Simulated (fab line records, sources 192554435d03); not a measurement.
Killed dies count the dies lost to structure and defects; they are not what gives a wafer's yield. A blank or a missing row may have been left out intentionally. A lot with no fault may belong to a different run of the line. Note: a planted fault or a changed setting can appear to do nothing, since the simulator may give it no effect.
Matching of chambers | flow n5Finfet | 4 sister chambers for N5_MOL_CONTACT_COAG_DESCUM_13 on rieDiel-06
The step chemistry O2, time 7 s. 4 wafers are shown with their chamber, then 7 later ones without.

== WAFERS WITH THEIR CHAMBER ==
wafer  | chamber | showerheadPlenumPTorr (Torr)
L084.6 | 2       | 2.15
L085.6 | 3       | 2.00
L087.2 | 1       | 2.04
L087.3 | 0       | 2.18

== WAFERS WITHOUT THEIR CHAMBER ==
wafer  | showerheadPlenumPTorr (Torr)
L087.6 | 2.04
L088.2 | 2.00
L088.3 | 2.15
L088.4 | 2.04
L093.2 | 1.99
L093.3 | 2.18
L093.4 | 2.14

== THE CHAMBER EACH PASSED THROUGH ==
wafer  | from the rows above | in truth
L087.6 | 1                   | 1
L088.2 | 3                   | 3
L088.3 | 2                   | 2
L088.4 | 1                   | 1
L093.2 | 3                   | 3
L093.3 | 0                   | 0
L093.4 | 2                   | 2
Correct placement for 7 of the 7. Left unplaced by these rows: 0. 0 placed wrongly.
How it was worked out, from the rows above alone: a wafer's distance from a chamber is the root of the sum, over the readings, of the square of ((its reading less the chamber's mean) divided by the reading's scatter). The wafer belongs to the nearest chamber; if the next one is less than 2 further off, it can't be placed. A chamber's mean is the mean of its shown wafers. The scatter: with one shown wafer a chamber, the root of the mean of the squares of how far each hidden wafer lies from its nearest shown one.
